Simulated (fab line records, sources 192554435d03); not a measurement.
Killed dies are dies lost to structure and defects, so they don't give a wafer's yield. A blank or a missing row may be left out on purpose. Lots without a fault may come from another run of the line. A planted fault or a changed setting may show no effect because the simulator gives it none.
Split-lot experiment | flow n5_finfet | 7 lots, 39 wafers read, on a route of 1938 steps

THE SPLIT
At N5_SD_EPI_N_ETCH_16 (etches SiO2 in CHF3/O2, target depth 5 nm), the setting target_depth_a was moved away from the recipe's 50 angstrom on 15 of the 39 wafers read, by -48.0% to +53.2%. The other wafers ran this setting at the recipe's value.

The reading is taken at the split's own step.

THE READING
etch.depth_nm (the simulator's own value, which no gauge read), in nm, at N5_SD_EPI_N_ETCH_16 (etches SiO2 in CHF3/O2, target depth 5 nm). The file gives no usual value for it. The 24 wafers here that ran the recipe average 4.955 nm, standard deviation 0.089 nm.

wafer  | tool, chamber at the split | target_depth_a as run, angstrom | against the recipe | etch.depth_nm, nm | against lot-mates on the recipe
L077.1 | rie_diel-06, 3             | 50                              | recipe             | 5.033             | -
L077.2 | rie_diel-06, 2             | 68.78                           | +37.6%             | 6.828             | +1.743
L077.3 | rie_diel-06, 1             | 68.78                           | +37.6%             | 6.654             | +1.569
L077.4 | rie_diel-06, 0             | 50                              | recipe             | 5.112             | -
L077.5 | rie_diel-06, 3             | 68.78                           | +37.6%             | 6.964             | +1.879
L077.6 | rie_diel-06, 0             | 50                              | recipe             | 5.111             | -
L081.1 | rie_diel-02, 0             | 50                              | recipe             | 5.066             | -
L081.2 | rie_diel-02, 3             | 30.29                           | -39.4%             | 2.977             | -1.965
L081.3 | rie_diel-02, 2             | 50                              | recipe             | 4.856             | -
L081.4 | rie_diel-02, 1             | 30.29                           | -39.4%             | 3.028             | -1.914
L081.5 | rie_diel-02, 3             | 50                              | recipe             | 4.905             | -
L081.6 | rie_diel-02, 2             | 30.29                           | -39.4%             | 2.921             | -2.021
L082.1 | rie_diel-05, 1             | 50                              | recipe             | 4.87              | -
L082.2 | rie_diel-05, 0             | 50                              | recipe             | 4.925             | -
L082.3 | rie_diel-05, 3             | 76.59                           | +53.2%             | 7.58              | +2.661
L082.4 | rie_diel-05, 2             | 76.59                           | +53.2%             | 7.476             | +2.557
L082.5 | rie_diel-05, 1             | 76.59                           | +53.2%             | 7.532             | +2.613
L082.6 | rie_diel-05, 0             | 50                              | recipe             | 4.961             | -
L083.1 | rie_diel-05, 2             | 50                              | recipe             | 4.956             | -
L083.2 | rie_diel-05, 1             | 50                              | recipe             | 4.918             | -
L083.3 | rie_diel-05, 3             | 29.99                           | -40.0%             | 2.958             | -1.995
L083.4 | rie_diel-05, 0             | 50                              | recipe             | 4.985             | -
L083.5 | rie_diel-05, 3             | 29.99                           | -40.0%             | 2.965             | -1.988
L083.6 | rie_diel-05, 2             | 29.99                           | -40.0%             | 2.933             | -2.020
L086.1 | rie_diel-06, 2             | 26.02                           | -48.0%             | 2.716             | -2.183
L086.2 | rie_diel-06, 0             | 26.02                           | -48.0%             | 2.649             | -2.250
L086.3 | rie_diel-06, 3             | 26.02                           | -48.0%             | 2.578             | -2.321
L086.4 | rie_diel-06, 1             | 50                              | recipe             | 4.815             | -
L086.5 | rie_diel-06, 0             | 50                              | recipe             | 5.059             | -
L086.6 | rie_diel-06, 1             | 50                              | recipe             | 4.824             | -
L088.2 | rie_diel-02, 2             | 50                              | recipe             | 4.89              | -
L088.3 | rie_diel-02, 1             | 50                              | recipe             | 4.957             | -
L088.5 | rie_diel-02, 2             | 50                              | recipe             | 4.868             | -
L095.1 | rie_diel-02, 3             | 50                              | recipe             | 4.927             | -
L095.2 | rie_diel-02, 0             | 50                              | recipe             | 5.061             | -
L095.3 | rie_diel-02, 1             | 50                              | recipe             | 4.969             | -
L095.4 | rie_diel-02, 2             | 50                              | recipe             | 4.855             | -
L095.5 | rie_diel-02, 0             | 50                              | recipe             | 5.088             | -
L095.6 | rie_diel-02, 1             | 50                              | recipe             | 4.918             | -

THE FIT
A straight line over all 39 wafers: etch.depth_nm changes by +0.049 nm for each +1% of target_depth_a; r = +1.00; the points scatter about the line by 0.087 nm.
The same after taking each lot's own level away (the mean of its wafers on the recipe; 39 wafers): +0.0484 nm for each +1%; r = +1.00; scatter 0.082 nm.
On that fit, the largest move of target_depth_a shifts the reading by 2.6 nm.
The lots' own levels span 4.8993 to 5.0853 nm, that is 2.1 times the standard deviation above.
So the lot-to-lot level changes the slope little: the two slopes agree.
Check: with one of the wafers moved furthest among these (+53.2%) left out of the fit, the line predicts +2.55 nm for it against its lot-mates. It came out at +2.66 nm against them.

OTHER SPLITS ON THESE WAFERS
These wafers also went through other splits before the reading. Each is held against what the fit with the lots' levels taken away leaves over:
other split on the same wafers          | wafers away from the commonest value | r with etch.depth_nm (lot level and that fit taken away)
N5_ZERO_LAYER_DEVELOP_10 develop_time_s | 12                                   | -0.02
N5_FIN_SAQP_HM_DEP_72 target_thk_a      | 9                                    | -0.04

THE FILE'S OWN FIT
etch.depth_nm changes by +0.0484 nm for each +1% of target_depth_a, r = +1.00.
